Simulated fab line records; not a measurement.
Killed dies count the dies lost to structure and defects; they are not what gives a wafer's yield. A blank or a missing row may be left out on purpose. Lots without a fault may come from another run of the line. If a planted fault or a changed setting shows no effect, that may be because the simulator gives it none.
fab line records	flow n5_finfet
[record] lots = 24	wafers = 72	last_day = 18
route steps=1938 shown BEOL_M1@797 BEOL_M2@843
lots with no fault: from the same line, run without faults
start_h: hours from the record's first day to the start of the lot's first wafer shown	wait_h: hours elapsed since this lot's preceding step	" repeats the value in the row above	L1.1+2: a single row standing in for several wafers	- no value, or no start given	* or withheld: withheld	< > ~ a bound
route shown NAME@n: a module of which the file shows steps, and the number in the route of the first	usual: mean/standard deviation of fault-free wafers	same: alike in all rows	chamber/n: place in a boat	sites: the reading at each site	_std_site: their standard deviation	_edge_site: inner sites' mean taken away from outer sites' mean	radius_mm: how far each site lies from the wafer's centre	mask NAME#n: copy n	behind: tool/chamber where the wafer was last shaped	hold: why the lot went on hold/how many hours it stayed there/how the hold came to an end	device: transistor that didn't switch, given as n, p or np	end of line: the same wafers' tests at the end of the route	for a step that has no rows: nothing shown but its recipe	killed: dies that structure and defects cost at the first sort, which is not the same as the wafer's yield	map: a wafer's dies, x killed, . not, _ none there
set.NAME: the setting as run; set.NAME@STEP: as run at that earlier step	model.NAME: the simulator's own value behind a step, which no gauge read
a sample of lots followed through the steps of the route, with each step as a table and each wafer as a row
services: the hour from which a tool's chamber was out of use, counted from the record's first day as start_h (under 0 if before that day), plus the number of hours and why
[[steps]]
[step N5_BEOL_M1_VIA_ETCH_34]
[recipe] chemistry = C4F6/O2	target_depth_a = 678	mask_material = SOC	pressure_mtorr = 15	ion_energy_ev = 250	taper_deg = 4	time_s = 64.4	source_w = 350	bias_w = 170	Ar_flow_sccm = 300	C4F6_flow_sccm = 10	O2_flow_sccm = 10
[usual] bias_w = 170.0/0.44	drypump_motor_current_A = 5.6/0.37	oes_product_au = 0.82/0.081	rf_vpp_V = 669/6.3	showerhead_plenum_p_Torr = 2.90/0.097	throttle_valve_pct = 30.72/0.29
lot.wafer	tool	chamber	start_h	wait_h	bias_w	drypump_motor_current_A	oes_product_au	rf_hours_counter_h	rf_vpp_V	showerhead_plenum_p_Torr	throttle_valve_pct
L074.1	rie_diel-01	1	122.91	0.0	170.3	6.0	0.91	14	674	3.01	30.17
L074.2	"	2	"	"	170.5	5.5	0.70	230	664	2.82	30.98
L074.6	"	2	"	"	170.0	5.5	0.70	-	665	2.82	30.97
L075.1	rie_diel-01	2	133.51	0.0	171.1	5.5	0.69	233	665	2.82	31.00
L075.4	"	1	"	"	169.9	6.0	0.90	18	674	3.01	30.16
L075.5	"	3	"	"	169.8	5.4	0.91	-	675	2.90	30.71
L076.1	rie_diel-03	3	136.47	0.0	169.7	4.7	0.86	37	666	2.77	30.96
L076.2	"	0	"	"	170.3	5.2	0.71	221	655	2.71	30.97
L076.4	"	2	"	"	170.5	5.4	0.85	71	659	2.99	31.05
L078.3	rie_diel-01	3	142.41	0.0	170.2	5.4	0.91	33	675	2.89	30.72
L078.5	"	0	"	"	170.5	5.1	0.90	-	666	3.01	30.89
L078.6	"	1	"	"	170.3	6.0	0.90	-	674	3.01	30.17
L077.2	rie_diel-03	0	146.19	0.0	169.7	5.2	0.71	224	654	2.71	30.99
L077.5	"	2	"	"	169.6	5.4	0.85	-	660	2.99	31.03
L077.6	"	1	"	"	170.0	5.9	0.89	-	662	2.90	30.76
L079.2	rie_diel-04	2	153.96	0.0	170.1	5.8	0.70	219	663	2.93	30.96
L079.4	"	0	"	"	169.7	5.8	0.68	235	680	2.93	30.94
L079.5	"	0	"	"	170.1	5.8	0.69	-	680	2.93	30.93
L080.3	rie_diel-01	0	171.00	0.0	170.5	5.1	0.87	42	667	3.01	30.90
L080.5	"	0	"	"	170.2	5.1	0.87	-	668	3.01	30.88
L080.6	"	1	"	"	169.4	6.0	0.88	-	674	3.01	30.18
L081.1	rie_diel-01	1	173.87	0.0	170.4	6.0	0.87	28	673	3.01	30.18
L081.3	"	2	"	"	170.2	5.5	0.68	243	664	2.81	30.98
L081.5	"	1	"	"	171.0	6.0	0.88	-	674	3.01	30.17
L082.1	rie_diel-03	1	174.35	0.0	170.8	5.9	0.87	39	662	2.89	30.77
L082.4	"	0	"	"	170.3	5.2	0.70	234	654	2.70	30.99
L082.5	"	1	"	"	169.8	5.9	0.87	-	663	2.89	30.76
L084.2	rie_diel-01	0	181.19	0.0	169.9	5.1	0.88	46	669	3.01	30.89
L084.3	"	2	"	"	170.0	5.6	0.68	245	664	2.81	31.00
L084.6	"	2	"	"	169.3	5.6	0.68	-	664	2.81	30.99
L083.2	rie_diel-03	3	184.77	0.0	169.9	4.7	0.86	52	665	2.77	30.99
L083.5	"	1	"	"	169.6	5.9	0.87	-	663	2.89	30.78
L083.6	"	0	"	"	169.7	5.2	0.70	-	655	2.70	30.98
L085.1	rie_diel-04	2	190.24	0.0	169.2	5.8	0.69	231	664	2.92	30.98
L085.5	"	0	"	"	170.1	5.8	0.68	-	680	2.92	30.95
L085.6	"	2	"	"	169.8	5.8	0.69	-	662	2.92	30.96
L086.1	rie_diel-04	2	194.06	0.0	170.0	5.8	0.70	232	664	2.92	30.97
L086.2	"	0	"	"	170.1	5.8	0.67	247	680	2.92	30.95
L086.3	"	1	"	"	169.2	5.7	0.83	75	671	2.76	30.40
L087.1	rie_diel-04	0	200.38	0.0	170.2	5.8	0.67	250	680	2.92	30.94
L087.3	"	1	"	"	169.6	5.7	0.83	78	670	2.76	30.41
L087.5	"	2	"	"	170.8	5.8	0.68	-	662	2.92	30.96
L088.2	rie_diel-01	1	217.61	0.0	169.7	6.0	0.85	44	674	3.00	30.17
L088.3	"	0	"	"	170.8	5.1	0.84	59	668	3.00	30.91
L088.5	"	3	"	"	169.5	5.4	0.86	-	675	2.88	30.73
L089.1	rie_diel-01	0	219.10	0.0	170.6	5.1	0.84	59	667	3.00	30.90
L089.2	"	1	"	"	169.7	6.0	0.84	44	674	3.00	30.18
L089.5	"	3	"	"	170.2	5.4	0.86	-	675	2.88	30.75
L090.3	rie_diel-01	2	223.60	0.0	170.4	5.6	0.99	0	666	2.81	30.70
L090.5	"	0	"	"	170.0	5.1	0.85	-	667	3.00	30.91
L090.6	"	1	"	"	169.6	6.0	0.85	-	674	3.00	30.18
L091.2	rie_diel-01	2	224.02	0.0	169.1	5.5	0.99	0	665	2.81	30.70
L091.4	"	3	"	"	169.7	5.4	0.85	61	675	2.88	30.75
L091.5	"	1	"	"	170.0	5.9	0.85	-	673	3.00	30.18
L092.2	rie_diel-01	0	242.02	0.0	169.4	5.1	0.83	69	668	3.00	30.93
L092.3	"	2	"	"	170.2	5.5	0.94	8	665	2.81	30.73
L092.5	"	0	"	"	170.3	5.1	0.84	-	668	3.00	30.92
L093.1	rie_diel-01	3	245.94	0.0	169.0	5.4	0.85	68	674	2.88	30.74
L093.3	"	0	"	"	169.7	5.1	0.83	69	667	3.00	30.91
L093.6	"	3	"	"	169.4	5.4	0.85	-	674	2.88	30.75
L095.3	rie_diel-04	3	254.47	0.0	170.1	6.5	0.70	223	657	2.71	30.86
L095.4	"	2	"	"	169.4	5.8	0.68	-	663	2.91	30.98
L095.5	"	3	"	"	170.0	6.5	0.71	-	659	2.71	30.87
L094.2	rie_diel-01	0	254.56	0.0	170.7	5.1	0.84	72	668	2.99	30.92
L094.3	"	2	"	"	169.7	5.5	0.94	12	664	2.81	30.72
L094.5	"	0	"	"	170.7	5.1	0.83	-	668	2.99	30.92
L097.1	rie_diel-01	1	271.71	0.0	170.4	6.0	0.82	65	675	2.99	30.20
L097.2	"	3	"	"	169.8	5.4	0.84	77	672	2.87	30.77
L097.3	"	2	"	"	169.9	5.5	0.92	18	662	2.80	30.72
L096.3	rie_diel-01	0	275.47	0.0	169.8	5.1	0.83	78	668	2.99	30.93
L096.4	"	2	"	"	170.6	5.5	0.93	19	665	2.80	30.72
L096.5	"	1	"	"	169.8	6.0	0.82	-	673	2.99	30.22
[step N5_BEOL_M1_OCD_MEAS_38]
[usual] trench_depth_nm = 55.5/0.85
lot.wafer	tool	chamber	start_h	wait_h	trench_depth_nm
L074.1	ocd-01	-	123.17	-	55.3
L074.2	"	-	"	"	55.2
L074.6	"	-	"	"	54.8
L075.1	ocd-02	-	133.77	-	54.5
L075.4	"	-	"	"	54.7
L075.5	"	-	"	"	55.9
L076.1	ocd-01	-	136.73	-	55.2
L076.2	"	-	"	"	55.2
L076.4	"	-	"	"	56.2
L078.3	ocd-01	-	142.67	-	57.3
L078.5	"	-	"	"	55.1
L078.6	"	-	"	"	55.5
L077.2	ocd-01	-	146.45	-	55.5
L077.5	"	-	"	"	54.7
L077.6	"	-	"	"	54.8
L079.2	ocd-02	-	154.22	-	53.9
L079.4	"	-	"	"	54.9
L079.5	"	-	"	"	55.6
L080.3	ocd-02	-	171.26	-	55.4
L080.5	"	-	"	"	55.5
L080.6	"	-	"	"	54.5
L081.1	ocd-01	-	174.13	-	55.9
L081.3	"	-	"	"	55.4
L081.5	"	-	"	"	55.8
L082.1	ocd-01	-	174.61	-	55.2
L082.4	"	-	"	"	55.3
L082.5	"	-	"	"	55.8
L084.2	ocd-01	-	181.44	-	54.6
L084.3	"	-	"	"	54.5
L084.6	"	-	"	"	54.6
L083.2	ocd-01	-	185.02	-	54.7
L083.5	"	-	"	"	54.8
L083.6	"	-	"	"	55.6
L085.1	ocd-02	-	190.50	-	55.1
L085.5	"	-	"	"	55.1
L085.6	"	-	"	"	54.3
L086.1	ocd-01	-	194.32	-	55.1
L086.2	"	-	"	"	55.8
L086.3	"	-	"	"	55.7
L087.1	ocd-02	-	200.63	-	55.1
L087.3	"	-	"	"	54.2
L087.5	"	-	"	"	54.2
L088.2	ocd-01	-	217.87	-	55.4
L088.3	"	-	"	"	55.2
L088.5	"	-	"	"	56.7
L089.1	ocd-01	-	219.36	-	55.0
L089.2	"	-	"	"	55.4
L089.5	"	-	"	"	56.6
L090.3	ocd-01	-	223.86	-	54.3
L090.5	"	-	"	"	55.2
L090.6	"	-	"	"	54.4
L091.2	ocd-02	-	224.28	-	55.6
L091.4	"	-	"	"	57.0
L091.5	"	-	"	"	55.9
L092.2	ocd-01	-	242.28	-	55.6
L092.3	"	-	"	"	55.7
L092.5	"	-	"	"	55.4
L093.1	ocd-01	-	246.19	-	58.1
L093.3	"	-	"	"	54.9
L093.6	"	-	"	"	57.4
L095.3	ocd-02	-	254.72	-	54.4
L095.4	"	-	"	"	54.3
L095.5	"	-	"	"	54.3
L094.2	ocd-01	-	254.82	-	55.3
L094.3	"	-	"	"	55.1
L094.5	"	-	"	"	54.8
L097.1	ocd-01	-	271.97	-	55.6
L097.2	"	-	"	"	57.4
L097.3	"	-	"	"	55.5
L096.3	ocd-01	-	275.72	-	55.1
L096.4	"	-	"	"	55.9
L096.5	"	-	"	"	55.2
[step N5_BEOL_M1_ALD_84]
[recipe] material = TaN	target_thk_a = *	temp_c = 275	ald_precursor_family = PDMAT	ald_co_reactant = NH3	pressure_torr = 3	carrier_flow_sccm = 1500	pulse_time_s = 2	purge_time_s = 3	co_reactant_purge_time_s = 2	co_reactant_pulse_time_s = 3	ald_cycles = 30	precursor_vessel_temp_c = 75	precursor_vessel_pressure_torr = 26.25	precursor_vessel_carrier_sccm = 1000
[usual] heater_power_w = 435/37	precursor_vessel_carrier_sccm = 1000/3.1	susceptor_temp_C = 275.03/0.18
lot.wafer	tool	chamber	start_h	wait_h	heater_power_w	precursor_vessel_carrier_sccm	susceptor_temp_C
L074.1	ald_metal-02	2	125.04	0.0	449	1004	275.16
L074.2	"	0	"	"	452	996	274.90
L074.6	"	1	"	"	394	1002	275.29
L075.1	ald_metal-04	2	134.35	0.0	412	1000	275.18
L075.4	"	1	"	"	480	997	274.86
L075.5	"	3	"	"	392	1000	275.21
L076.1	ald_metal-02	0	137.21	0.0	455	998	274.81
L076.2	"	3	"	"	426	1003	275.39
L076.4	"	2	"	"	461	1000	274.87
L078.3	ald_metal-01	1	143.59	0.1	515	1000	274.83
L078.5	"	1	"	"	525	1004	275.00
L078.6	"	0	"	"	406	1005	275.14
L077.2	ald_metal-01	3	147.23	0.2	425	998	274.91
L077.5	"	1	"	"	503	1010	275.15
L077.6	"	0	"	"	400	996	274.80
L079.2	ald_metal-02	2	154.56	0.0	468	999	274.80
L079.4	"	3	"	"	440	1002	274.95
L079.5	"	2	"	"	464	1001	274.91
L080.3	ald_metal-04	2	171.75	0.0	410	1007	275.23
L080.5	"	3	"	"	399	996	275.14
L080.6	"	2	"	"	422	1007	274.98
L081.1	ald_metal-01	2	174.57	0.0	366	1000	275.17
L081.3	"	3	"	"	416	999	275.13
L081.5	"	3	"	"	416	999	274.99
L082.1	ald_metal-02	1	174.96	0.1	393	1005	274.90
L082.4	"	3	"	"	429	1003	275.24
L082.5	"	2	"	"	458	996	274.73
L084.2	ald_metal-04	3	182.16	0.0	394	999	274.77
L084.3	"	2	"	"	419	1001	275.01
L084.6	"	1	"	"	488	998	275.31
L083.2	ald_metal-02	0	185.60	0.1	452	997	274.95
L083.5	"	1	"	"	397	1001	274.75
L083.6	"	2	"	"	461	998	275.04
L085.1	ald_metal-02	0	191.32	0.1	461	997	274.92
L085.5	"	2	"	"	463	1003	274.99
L085.6	"	3	"	"	437	1003	274.94
L086.1	ald_metal-01	3	194.93	0.0	416	994	275.36
L086.2	"	0	"	"	406	1003	274.85
L086.3	"	2	"	"	359	1001	274.90
L087.1	ald_metal-02	2	201.03	0.0	446	997	275.24
L087.3	"	1	"	"	396	1006	274.86
L087.5	"	0	"	"	459	996	275.09
L088.2	ald_metal-04	2	219.00	0.0	413	1002	274.97
L088.3	"	0	"	"	455	1003	275.23
L088.5	"	1	"	"	483	998	274.85
L089.1	ald_metal-02	0	219.85	0.1	463	1003	274.78
L089.2	"	2	"	"	446	1003	274.92
L089.5	"	2	"	"	464	998	275.14
L090.3	ald_metal-02	2	224.40	0.0	442	999	274.76
L090.5	"	0	"	"	459	1001	275.14
L090.6	"	1	"	"	397	1003	274.70
L091.2	ald_metal-04	0	224.96	0.1	444	1001	274.91
L091.4	"	3	"	"	404	997	274.78
L091.5	"	1	"	"	478	1001	275.21
L092.2	ald_metal-02	3	242.78	0.1	438	1001	275.06
L092.3	"	2	"	"	456	999	274.98
L092.5	"	2	"	"	455	1000	274.88
L093.1	ald_metal-01	0	246.78	0.1	403	1005	275.24
L093.3	"	2	"	"	354	1000	275.21
L093.6	"	2	"	"	367	1000	275.09
L095.3	ald_metal-02	0	255.02	0.0	449	1002	275.30
L095.4	"	1	"	"	384	1004	275.08
L095.5	"	2	"	"	459	996	275.14
L094.2	ald_metal-04	3	255.11	0.0	406	1000	274.99
L094.3	"	1	"	"	479	998	275.04
L094.5	"	3	"	"	389	1001	274.86
L097.1	ald_metal-02	2	272.56	0.0	460	998	275.14
L097.2	"	3	"	"	422	1001	275.15
L097.3	"	0	"	"	456	1001	275.23
L096.3	ald_metal-02	1	276.38	0.1	389	998	274.75
L096.4	"	2	"	"	453	1001	275.24
L096.5	"	0	"	"	464	1001	275.03
[step N5_BEOL_M1_SURFACE_TREAT_85]
[recipe] gas = Ar	time_s = *	ion_energy_ev = *	ion_current_ma_cm2 = 0.5	pressure_mtorr = *	ar_flow_sccm = 30
[usual] throttle_valve_pct = *
lot.wafer	tool	chamber	start_h	wait_h	throttle_valve_pct
L074.1	pvd_sputter-01	-	125.28	0.1	*
L074.2	"	-	"	"	*
L074.6	"	-	"	"	*
L075.1	pvd_sputter-03	-	134.65	0.2	*
L075.4	"	-	"	"	*
L075.5	"	-	"	"	*
L076.1	pvd_sputter-01	-	137.44	0.1	*
L076.2	"	-	"	"	*
L076.4	"	-	"	"	*
L078.3	pvd_sputter-03	-	143.83	0.1	*
L078.5	"	-	"	"	*
L078.6	"	-	"	"	*
L077.2	pvd_sputter-01	-	147.59	0.3	*
L077.5	"	-	"	"	*
L077.6	"	-	"	"	*
L079.2	pvd_sputter-03	-	154.78	0.1	*
L079.4	"	-	"	"	*
L079.5	"	-	"	"	*
L080.3	pvd_sputter-02	-	172.03	0.2	*
L080.5	"	-	"	"	*
L080.6	"	-	"	"	*
L081.1	pvd_sputter-02	-	174.83	0.2	*
L081.3	"	-	"	"	*
L081.5	"	-	"	"	*
L082.1	pvd_sputter-03	-	176.77	1.7	*
L082.4	"	-	"	"	*
L082.5	"	-	"	"	*
L084.2	pvd_sputter-03	-	182.54	0.3	*
L084.3	"	-	"	"	*
L084.6	"	-	"	"	*
L083.2	pvd_sputter-03	-	185.92	0.2	*
L083.5	"	-	"	"	*
L083.6	"	-	"	"	*
L085.1	pvd_sputter-02	-	191.63	0.2	*
L085.5	"	-	"	"	*
L085.6	"	-	"	"	*
L086.1	pvd_sputter-02	-	195.23	0.2	*
L086.2	"	-	"	"	*
L086.3	"	-	"	"	*
L087.1	pvd_sputter-01	-	201.26	0.1	*
L087.3	"	-	"	"	*
L087.5	"	-	"	"	*
L088.2	pvd_sputter-01	-	219.23	0.1	*
L088.3	"	-	"	"	*
L088.5	"	-	"	"	*
L089.1	pvd_sputter-01	-	220.49	0.5	*
L089.2	"	-	"	"	*
L089.5	"	-	"	"	*
L090.3	pvd_sputter-03	-	224.64	0.1	*
L090.5	"	-	"	"	*
L090.6	"	-	"	"	*
L091.2	pvd_sputter-03	-	225.28	0.2	*
L091.4	"	-	"	"	*
L091.5	"	-	"	"	*
L092.2	pvd_sputter-01	-	243.12	0.2	*
L092.3	"	-	"	"	*
L092.5	"	-	"	"	*
L093.1	pvd_sputter-02	-	247.02	0.1	*
L093.3	"	-	"	"	*
L093.6	"	-	"	"	*
L095.3	pvd_sputter-01	-	255.24	0.1	*
L095.4	"	-	"	"	*
L095.5	"	-	"	"	*
L094.2	pvd_sputter-01	-	255.37	0.1	*
L094.3	"	-	"	"	*
L094.5	"	-	"	"	*
L097.1	pvd_sputter-02	-	272.80	0.1	*
L097.2	"	-	"	"	*
L097.3	"	-	"	"	*
L096.3	pvd_sputter-03	-	276.78	0.3	*
L096.4	"	-	"	"	*
L096.5	"	-	"	"	*
[step N5_BEOL_M2_PECVD_72]
[recipe] material = SiO2	target_thk_a = 160	temp_c = 400	precursor = TEOS/O2	pressure_torr = 5.5	rf_w = 450	teos_flow_sccm = 53.8	gas = O2	flow_sccm = 3000	time_s = 18
[usual] heater_power_w = 748/98	showerhead_plenum_p_Torr = 8.79/0.054	susceptor_temp_C = 399.99/0.19	throttle_valve_pct = 22.2/0.81
lot.wafer	tool	chamber	start_h	wait_h	heater_power_w	showerhead_plenum_p_Torr	susceptor_temp_C	throttle_valve_pct
L074.1	pecvd-02	0	128.54	0.0	863	8.81	400.12	23.2
L074.2	"	2	"	"	657	8.82	399.86	21.0
L074.6	"	0	"	"	877	8.80	400.09	22.6
L075.1	pecvd-02	1	138.51	0.0	519	8.72	399.88	21.5
L075.4	"	2	"	"	695	8.81	399.81	20.9
L075.5	"	1	"	"	517	8.74	399.60	21.3
L076.1	pecvd-03	1	140.87	0.0	744	8.90	400.04	22.5
L076.2	"	2	"	"	756	8.71	399.87	21.9
L076.4	"	2	"	"	763	8.70	400.19	21.8
L078.3	pecvd-02	2	147.35	0.1	739	8.81	400.10	20.9
L078.5	"	2	"	"	729	8.80	400.37	21.2
L078.6	"	0	"	"	864	8.80	400.05	22.8
L077.2	pecvd-04	2	152.59	0.0	800	8.83	399.95	20.7
L077.5	"	1	"	"	648	8.71	400.43	23.3
L077.6	"	2	"	"	824	8.86	399.91	20.8
L079.2	pecvd-02	2	158.12	0.0	755	8.81	399.38	21.1
L079.4	"	0	"	"	727	8.81	400.06	22.3
L079.5	"	2	"	"	738	8.82	399.82	21.4
L080.3	pecvd-04	0	175.31	0.0	896	8.81	400.09	22.9
L080.5	"	2	"	"	872	8.85	399.85	20.9
L080.6	"	0	"	"	891	8.80	400.13	23.2
L081.1	pecvd-03	1	178.84	0.0	749	8.90	400.24	22.6
L081.3	"	0	"	"	725	8.81	399.93	22.9
L081.5	"	0	"	"	732	8.79	400.24	22.7
L082.1	pecvd-04	1	182.27	0.0	719	8.72	400.33	23.3
L082.4	"	2	"	"	838	8.84	400.12	20.9
L082.5	"	0	"	"	766	8.82	399.93	23.0
L084.2	pecvd-03	1	185.82	0.0	746	8.88	400.01	22.3
L084.3	"	2	"	"	853	8.71	400.13	22.1
L084.6	"	0	"	"	857	8.76	399.88	22.9
L083.2	pecvd-02	2	189.38	0.0	654	8.81	399.75	21.0
L083.5	"	2	"	"	651	8.79	399.95	20.9
L083.6	"	1	"	"	613	8.75	399.87	21.7
L085.1	pecvd-02	2	195.19	0.0	744	8.81	399.68	21.0
L085.5	"	0	"	"	845	8.81	400.05	23.1
L085.6	"	1	"	"	623	8.74	400.29	21.6
L086.1	pecvd-02	0	198.53	0.0	840	8.81	399.81	23.0
L086.2	"	1	"	"	621	8.73	399.85	21.3
L086.3	"	2	"	"	639	8.81	399.94	21.4
L087.1	pecvd-03	1	204.49	0.0	757	8.90	399.83	22.5
L087.3	"	2	"	"	842	8.71	399.96	22.1
L087.5	"	2	"	"	824	8.69	400.16	22.1
L088.2	pecvd-04	2	222.68	0.0	805	8.81	399.94	21.1
L088.3	"	0	"	"	879	8.81	399.67	23.3
L088.5	"	2	"	"	806	8.82	400.23	20.9
L089.1	pecvd-03	1	223.99	0.0	664	8.87	400.02	22.2
L089.2	"	0	"	"	890	8.80	400.12	23.0
L089.5	"	2	"	"	725	8.72	400.30	22.2
L090.3	pecvd-04	1	227.91	0.0	688	8.71	399.99	23.3
L090.5	"	2	"	"	846	8.86	400.16	20.9
L090.6	"	1	"	"	697	8.70	399.80	23.1
L091.2	pecvd-04	1	228.63	0.0	662	8.73	400.30	23.2
L091.4	"	1	"	"	655	8.71	400.14	23.1
L091.5	"	2	"	"	853	8.85	400.47	21.1
L092.2	pecvd-02	0	246.63	0.0	845	8.81	399.84	23.1
L092.3	"	2	"	"	758	8.80	400.03	21.4
L092.5	"	1	"	"	531	8.72	400.03	21.6
L093.1	pecvd-02	1	250.56	0.0	618	8.74	399.66	21.6
L093.3	"	2	"	"	725	8.81	399.88	21.5
L093.6	"	0	"	"	792	8.83	399.94	23.2
L095.3	pecvd-02	2	258.46	0.0	672	8.80	400.10	21.5
L095.4	"	0	"	"	857	8.81	399.86	22.7
L095.5	"	2	"	"	704	8.80	400.25	21.4
L094.2	pecvd-02	2	258.77	0.0	735	8.81	400.04	21.5
L094.3	"	1	"	"	622	8.72	399.83	21.6
L094.5	"	0	"	"	871	8.81	399.84	22.9
L097.1	pecvd-04	2	276.09	0.0	777	8.84	400.15	21.2
L097.2	"	1	"	"	708	8.70	400.13	23.5
L097.3	"	0	"	"	915	8.80	399.92	23.2
L096.3	pecvd-03	2	280.23	0.0	732	8.72	399.90	22.2
L096.4	"	1	"	"	744	8.89	400.10	22.4
L096.5	"	0	"	"	840	8.80	399.85	22.7
[step N5_BEOL_M2_HM_DEP_02]
[recipe] material = TiN	target_thk_a = 200	temp_c = 25	chamber_pressure_pa = 0.49996
[usual] susceptor_temp_C = 25.01/0.11	throttle_valve_pct = 29.7/0.98
lot.wafer	tool	chamber	start_h	wait_h	susceptor_temp_C	throttle_valve_pct
L074.1	pvd_sputter-03	-	129.01	0.5	24.88	29.9
L074.2	"	-	"	"	24.88	28.8
L074.6	"	-	"	"	24.89	28.7
L075.1	pvd_sputter-01	-	139.52	1.0	25.18	28.8
L075.4	"	-	"	"	24.91	30.2
L075.5	"	-	"	"	24.94	28.6
L076.1	pvd_sputter-02	-	142.69	1.8	24.89	27.6
L076.2	"	-	"	"	25.07	29.8
L076.4	"	-	"	"	24.71	30.1
L078.3	pvd_sputter-01	-	147.40	0.0	24.92	30.0
L078.5	"	-	"	"	24.92	28.6
L078.6	"	-	"	"	25.02	30.0
L077.2	pvd_sputter-01	-	154.16	1.5	24.91	28.7
L077.5	"	-	"	"	25.06	28.7
L077.6	"	-	"	"	24.97	29.2
L079.2	pvd_sputter-02	-	159.64	1.5	25.00	27.9
L079.4	"	-	"	"	24.92	30.7
L079.5	"	-	"	"	25.15	29.5
L080.3	pvd_sputter-01	-	177.30	2.0	25.09	28.7
L080.5	"	-	"	"	25.19	29.3
L080.6	"	-	"	"	24.98	30.2
L081.1	pvd_sputter-02	-	181.64	2.8	25.08	29.6
L081.3	"	-	"	"	24.99	27.7
L081.5	"	-	"	"	24.91	29.7
L082.1	pvd_sputter-03	-	182.74	0.5	25.18	30.0
L082.4	"	-	"	"	24.90	28.7
L082.5	"	-	"	"	25.05	31.0
L084.2	pvd_sputter-03	-	188.22	2.4	24.88	29.9
L084.3	"	-	"	"	25.10	30.8
L084.6	"	-	"	"	25.20	29.9
L083.2	pvd_sputter-02	-	190.63	1.2	25.06	29.7
L083.5	"	-	"	"	25.07	30.7
L083.6	"	-	"	"	25.09	29.9
L085.1	pvd_sputter-03	-	195.48	0.3	25.03	31.0
L085.5	"	-	"	"	25.09	30.0
L085.6	"	-	"	"	24.90	31.5
L086.1	pvd_sputter-02	-	199.43	0.9	24.97	27.7
L086.2	"	-	"	"	24.88	29.5
L086.3	"	-	"	"	24.98	30.1
L087.1	pvd_sputter-03	-	205.26	0.7	25.05	28.5
L087.3	"	-	"	"	25.20	31.4
L087.5	"	-	"	"	25.13	28.7
L088.2	pvd_sputter-01	-	223.82	1.1	24.99	30.4
L088.3	"	-	"	"	25.03	30.0
L088.5	"	-	"	"	25.08	30.1
L089.1	pvd_sputter-03	-	224.54	0.5	24.94	29.9
L089.2	"	-	"	"	24.84	31.2
L089.5	"	-	"	"	24.96	28.8
L090.3	pvd_sputter-02	-	229.34	1.4	25.14	30.1
L090.5	"	-	"	"	24.91	30.6
L090.6	"	-	"	"	24.89	29.7
L091.2	pvd_sputter-01	-	229.68	1.0	24.98	28.9
L091.4	"	-	"	"	25.03	30.2
L091.5	"	-	"	"	25.03	30.2
L092.2	pvd_sputter-02	-	247.30	0.6	24.99	29.9
L092.3	"	-	"	"	25.06	29.7
L092.5	"	-	"	"	25.28	30.8
L093.1	pvd_sputter-02	-	251.36	0.8	25.06	29.9
L093.3	"	-	"	"	24.93	27.8
L093.6	"	-	"	"	25.08	29.6
L095.3	pvd_sputter-02	-	260.66	2.2	25.13	27.9
L095.4	"	-	"	"	24.92	30.6
L095.5	"	-	"	"	24.87	29.5
L094.2	pvd_sputter-02	-	260.76	2.0	25.09	29.8
L094.3	"	-	"	"	25.21	30.5
L094.5	"	-	"	"	25.21	29.7
L097.1	pvd_sputter-03	-	276.58	0.5	24.94	31.0
L097.2	"	-	"	"	25.04	29.7
L097.3	"	-	"	"	25.11	31.5
L096.3	pvd_sputter-01	-	281.50	1.3	24.95	30.6
L096.4	"	-	"	"	24.98	29.1
L096.5	"	-	"	"	25.08	28.9
[[services]]
tool	chamber	start_h	hours	kind
rie_diel-01	0	102.36	22.0	repair
rie_diel-04	1	105.96	14.5	repair
pecvd-04	-	110.67	40.2	repair
pecvd-03	-	113.55	1.0	repair
pecvd-03	1	117.22	11.6	repair
pvd_sputter-03	-	119.61	1.0	repair
rie_diel-04	3	120.72	9.8	repair
ald_metal-02	1	143.36	7.0	repair
rie_diel-03	2	147.89	8.5	repair
rie_diel-04	-	150.63	0.2	repair
rie_diel-01	2	163.08	6.8	repair
rie_diel-04	0	179.56	5.8	repair
rie_diel-04	3	185.77	45.5	repair
rie_diel-01	2	199.95	-	clean
rie_diel-01	2	199.95	-	consumable_replace:focus_ring
pecvd-02	-	201.61	23.4	repair
pvd_sputter-02	-	222.72	1.7	repair
rie_diel-04	1	246.44	6.6	repair
ald_metal-04	-	247.48	4.3	pm
rie_diel-04	2	248.61	3.7	repair
pecvd-03	-	255.30	4.5	repair
pecvd-02	-	256.26	0.7	repair
rie_diel-01	0	269.66	2.1	repair
rie_diel-01	0	275.75	4.7	repair
[[key]]
fault none
